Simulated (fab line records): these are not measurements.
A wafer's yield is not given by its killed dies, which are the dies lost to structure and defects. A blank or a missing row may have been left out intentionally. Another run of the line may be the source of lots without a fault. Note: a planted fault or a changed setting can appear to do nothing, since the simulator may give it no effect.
Which of the tools did it? + flow n5 finfet + Sampling: 11 lots, 31 wafers, 5 of 1938 route steps

WHAT THE GAUGES READ, wafer by wafer
N5_BEOL_M4_RC_MEAS_101. Usual: CJ_N 4.33, standard deviation 0.097; CJ_P 5.77, standard deviation 0.22; DIBL_N 36.0 mV/V, standard deviation 1.7; DIBL_P 35.8 mV/V, standard deviation 2; IOFF_N 0.15 nA/um, standard deviation 0.03; IOFF_P 0.20 nA/um, standard deviation 0.037; ION_N 670 uA/um, standard deviation 12; ION_P 460 uA/um, standard deviation 7.2; RS_PWELL 3010 ohm/sq, standard deviation 23; SS_N 71.5 mV/dec, standard deviation 0.68; SS_P 73.2 mV/dec, standard deviation 0.65; VT_N 250 mV, standard deviation 3.1; VT_P -251 mV, standard deviation 3.4.
| lot  | measured     | on        | CJ_N           | CJ_P           | DIBL_N (mV/V)  | DIBL_P (mV/V)  | IOFF_N (nA/um) | IOFF_P (nA/um) | ION_N (uA/um) | ION_P (uA/um) | RS_PWELL (ohm/sq) | SS_N (mV/dec)  | SS_P (mV/dec)  | VT_N (mV)   | VT_P (mV)      | flag |
|------|--------------|-----------|----------------|----------------|----------------|----------------|----------------|----------------|---------------|---------------|-------------------|----------------|----------------|-------------|----------------|------|
| L972 | day 8 10:06  | prober-01 | 4.36 4.40 4.54 | 5.78 5.53 5.29 | 36.0 37.1 36.7 | 37.1 37.0 36.6 | 0.17 0.18 0.18 | 0.24 0.23 0.23 | 684 682 669   | 471 464 467   | 3006 3029 3005    | 71.4 71.3 71.6 | 73.4 73.3 73.3 | 249 248 249 | -247 -248 -247 |      |
| L976 | day 9 03:26  | prober-01 | 4.43 4.39 4.37 | 5.84 5.81 5.60 | 39.0 39.3 34.0 | 38.2 38.9 32.5 | 0.22 0.23 0.12 | 0.31 0.33 0.20 | 669 663 657   | 465 463 464   | 3019 3027 3002    | 72.4 72.1 70.2 | 75.0 74.9 72.8 | 244 244 250 | -240 -241 -246 |      |
| L982 | day 10 21:30 | prober-01 | 4.86 4.77      | 4.54 3.81      | 37.5 35.8      | 38.7 36.4      | 0.18 0.14      | 0.28 0.24      | 685 654       | 479 458       | 3117 3149         | 71.4 71.6      | 73.5 72.8      | 248 250     | -243 -248      | OFF  |
| L983 | day 11 03:55 | prober-01 | 5.00 4.48      | 3.94 5.96      | 36.4 36.1      | 35.3 33.7      | 0.13 0.13      | 0.20 0.18      | 657 646       | 457 451       | 3156 3046         | 71.5 71.4      | 73.4 72.9      | 256 254     | -251 -251      | OFF  |
| L986 | day 11 21:53 | prober-02 | 4.39 4.31 4.30 | 5.75 5.63 6.10 | 34.5 37.2 37.5 | 34.6 37.2 38.0 | 0.12 0.16 0.16 | 0.16 0.19 0.20 | 667 676 672   | 455 457 460   | 2991 2997 2976    | 71.1 71.5 72.1 | 72.6 72.8 73.8 | 252 250 252 | -255 -254 -253 |      |
| L990 | day 12 10:33 | prober-01 | 4.39 4.31 4.25 | 5.28 5.86 5.90 | 37.5 34.2 33.3 | 38.7 34.3 33.9 | 0.19 0.12 0.11 | 0.21 0.15 0.14 | 678 670 655   | 456 455 443   | 3012 3004 3024    | 72.3 71.8 71.4 | 73.8 73.0 72.8 | 251 255 255 | -252 -259 -259 |      |
| L991 | day 13 02:10 | prober-01 | 4.39 4.37 4.30 | 5.84 5.78 5.41 | 35.0 36.0 36.9 | 35.2 35.9 37.6 | 0.14 0.16 0.17 | 0.21 0.21 0.24 | 677 683 690   | 466 461 470   | 3010 3014 3021    | 70.9 71.0 71.8 | 73.5 73.1 73.5 | 249 250 250 | -249 -250 -246 |      |
| L992 | day 13 11:05 | prober-02 | 4.38 4.18 4.26 | 5.54 5.72 5.76 | 34.7 37.6 34.3 | 33.9 37.7 33.2 | 0.13 0.17 0.12 | 0.18 0.24 0.17 | 664 684 653   | 454 467 452   | 3024 3029 2994    | 70.7 71.3 70.4 | 73.4 73.3 72.3 | 252 249 250 | -249 -249 -254 |      |
| L993 | day 13 10:17 | prober-01 | 4.32 4.25 4.16 | 5.72 5.96 5.66 | 37.4 35.4 34.9 | 37.8 36.2 35.6 | 0.17 0.14 0.13 | 0.21 0.18 0.17 | 682 659 657   | 463 457 461   | 3026 2992 2993    | 72.0 71.1 71.0 | 74.5 73.8 73.4 | 251 254 253 | -251 -253 -256 |      |
| L994 | day 13 17:25 | prober-02 | 4.49 4.32 4.48 | 6.02 5.60 5.75 | 34.7 35.7 37.3 | 33.1 35.3 35.7 | 0.14 0.15 0.17 | 0.17 0.20 0.21 | 671 684 665   | 462 465 457   | 2990 3029 3023    | 71.1 70.8 71.3 | 72.5 73.3 72.6 | 248 247 248 | -253 -252 -250 |      |
| L995 | day 14 05:07 | prober-02 | 4.48 4.47 4.38 | 5.67 5.78 5.69 | 36.1 32.9 36.1 | 37.4 33.9 37.3 | 0.16 0.12 0.16 | 0.21 0.17 0.20 | 685 672 681   | 467 457 460   | 3032 3023 3011    | 71.8 70.4 71.1 | 73.0 72.3 73.9 | 251 252 249 | -252 -252 -253 |      |

N5_BEOL_M5_THK_MEAS_01. Usual: M5_ILD_THK 121.2 nm, standard deviation 1.7.
| lot  | measured     | on            | M5_ILD_THK (nm)   | flag |
|------|--------------|---------------|-------------------|------|
| L972 | day 8 11:38  | film metro-02 | 121.2 121.5 119.4 |      |
| L976 | day 9 05:02  | film metro-01 | 119.7 117.8 121.5 |      |
| L982 | day 10 23:02 | film metro-02 | 121.9 120.8       |      |
| L983 | day 11 05:08 | film metro-02 | 121.2 121.3       |      |
| L986 | day 11 23:25 | film metro-02 | 119.8 119.7 121.8 |      |
| L990 | day 12 11:56 | film metro-01 | 122.1 121.7 123.9 |      |
| L991 | day 13 03:16 | film metro-01 | 123.9 123.8 123.9 |      |
| L992 | day 13 12:38 | film metro-02 | 118.9 118.2 118.5 |      |
| L993 | day 13 11:30 | film metro-02 | 121.0 122.3 119.9 |      |
| L994 | day 13 18:38 | film metro-02 | 120.5 119.2 120.8 |      |
| L995 | day 14 06:39 | film metro-02 | 119.7 122.1 122.7 |      |

TOOL THAT RAN EACH LOT (tool first, then ch and the chambers of the sampled wafers, then the start)
| lot  | N5_ZERO_LAYER_PECVD_02         | N5_BEOL_M4_ANNEAL_51             | N5_BEOL_M5_CURE_79            |
|------|--------------------------------|----------------------------------|-------------------------------|
| L972 | pecvd-04 ch 0,1,2, day 1 12:17 | rtp anneal-02 ch 0, day 8 08:50  | uv cure-02 ch 1, day 8 11:08  |
| L976 | pecvd-04 ch 1,2, day 2 12:17   | rtp anneal-01 ch 0, day 9 02:05  | uv cure-01 ch 2, day 9 04:37  |
| L982 | pecvd-04 ch 1,2, day 4 00:17   | rtp anneal-01 ch 0, day 10 20:22 | uv cure-03 ch 2, day 10 22:31 |
| L983 | pecvd-04 ch 0,2, day 4 06:17   | rtp anneal-02 ch 0, day 11 02:48 | uv cure-01 ch 1, day 11 04:47 |
| L986 | pecvd-01 ch 0,1, day 5 00:17   | rtp anneal-01 ch 0, day 11 20:59 | uv cure-03 ch 2, day 11 22:55 |
| L990 | pecvd-01 ch 0,2, day 6 00:17   | rtp anneal-02 ch 0, day 12 09:24 | uv cure-02 ch 2, day 12 11:30 |
| L991 | pecvd-01 ch 0,1,2, day 6 06:19 | rtp anneal-01 ch 0, day 13 00:56 | uv cure-01 ch 0, day 13 02:58 |
| L992 | pecvd-03 ch 1,2, day 6 12:17   | rtp anneal-01 ch 0, day 13 10:11 | uv cure-02 ch 1, day 13 12:07 |
| L993 | pecvd-04 ch 0,2, day 6 18:18   | rtp anneal-02 ch 0, day 13 08:56 | uv cure-01 ch 2, day 13 11:09 |
| L994 | pecvd-04 ch 0,1,2, day 7 00:17 | rtp anneal-01 ch 0, day 13 16:17 | uv cure-02 ch 2, day 13 18:17 |
| L995 | pecvd-04 ch 0,1,2, day 7 06:17 | rtp anneal-02 ch 0, day 14 04:07 | uv cure-03 ch 2, day 14 06:08 |
- N5_ZERO_LAYER_PECVD_02: deposits SiO2 from SiH4/N2O, target thk 10 nm, time 6 s.
- N5_BEOL_M4_ANNEAL_51: time 90 s.
- N5_BEOL_M5_CURE_79: cures SiCOH lowk, time 240 s.

AS READ BY THE TOOLS THEMSELVES (means over the sampled wafers that have a number; for cases with no such wafer, the mark the record gives instead)
N5_ZERO_LAYER_PECVD_02. Usual: heater power w 762 W, standard deviation 80; showerhead plenum p Torr 8.08 Torr, standard deviation 0.13.
| lot  | tool     | heater power w (W) | showerhead plenum p Torr (Torr) | flag |
|------|----------|--------------------|---------------------------------|------|
| L972 | pecvd-04 | 802                | 8.11                            |      |
| L976 | pecvd-04 | 802                | 8.13                            |      |
| L982 | pecvd-04 | 884                | 8.12                            |      |
| L983 | pecvd-04 | 718                | 8.13                            |      |
| L986 | pecvd-01 | 822                | 7.92                            |      |
| L990 | pecvd-01 | 720                | 7.90                            |      |
| L991 | pecvd-01 | 789                | 7.95                            |      |
| L992 | pecvd-03 | 624                | 8.27                            |      |
| L993 | pecvd-04 | 765                | 8.15                            |      |
| L994 | pecvd-04 | 799                | 8.11                            |      |
| L995 | pecvd-04 | 772                | 8.11                            |      |

N5_BEOL_M4_ANNEAL_51. Usual: wafer_temp_C_max at 226.0, with a standard deviation of 0.34.
| lot  | tool          | wafer_temp_C_max | flag |
|------|---------------|------------------|------|
| L972 | rtp anneal-02 | 226.1            |      |
| L976 | rtp anneal-01 | 226.0            |      |
| L982 | rtp anneal-01 | 225.6            |      |
| L983 | rtp anneal-02 | 226.7            |      |
| L986 | rtp anneal-01 | 225.5            |      |
| L990 | rtp anneal-02 | 226.1            |      |
| L991 | rtp anneal-01 | 225.9            |      |
| L992 | rtp anneal-01 | 225.8            |      |
| L993 | rtp anneal-02 | 226.2            |      |
| L994 | rtp anneal-01 | 225.7            |      |
| L995 | rtp anneal-02 | 226.2            |      |

N5_BEOL_M5_CURE_79. Usual: lamp power pct 52.31 %, standard deviation 0.047; wafer_temp_C_max 387.1, standard deviation 0.81.
| lot  | tool       | lamp power pct (%) | wafer_temp_C_max | flag |
|------|------------|--------------------|------------------|------|
| L972 | uv cure-02 | 52.32              | 385.8            |      |
| L976 | uv cure-01 | 52.33              | 387.7            |      |
| L982 | uv cure-03 | 52.38              | 387.4            |      |
| L983 | uv cure-01 | 52.31              | 388.0            |      |
| L986 | uv cure-03 | 52.33              | 386.8            |      |
| L990 | uv cure-02 | 52.33              | 387.2            |      |
| L991 | uv cure-01 | 52.33              | 386.5            |      |
| L992 | uv cure-02 | 52.29              | 386.0            |      |
| L993 | uv cure-01 | 52.32              | 386.9            |      |
| L994 | uv cure-02 | 52.33              | 387.3            |      |
| L995 | uv cure-03 | 52.31              | 387.3            |      |

THE ANSWER, worked out from the rows above alone
Rule: lot off if the mean of its wafers having a number is beyond 3 standard deviations from the usual mean. Also off: a lot with no number at a reading for which 4 or more lots have one. All remaining lots with rows at the step are treated as sound. After the gauges, taken in route order, come the tools' own readings; for these a lot's mean is taken, as printed above. At the first step where some lot is off, the reading lying furthest off is the one used; lots without a number count as furthest.
Off: L982, L983, seen at N5_BEOL_M4_RC_MEAS_101 (CJ_P).
If a tool, at a process step before that reading, ran all the lots that are off and no sound lot after the first of them, it fits. Gauges at N5_BEOL_M4_RC_MEAS_101: tried the same way as those tools. No candidate that was tried fits.

WHAT WAS PUT IN BY THE SIMULATOR
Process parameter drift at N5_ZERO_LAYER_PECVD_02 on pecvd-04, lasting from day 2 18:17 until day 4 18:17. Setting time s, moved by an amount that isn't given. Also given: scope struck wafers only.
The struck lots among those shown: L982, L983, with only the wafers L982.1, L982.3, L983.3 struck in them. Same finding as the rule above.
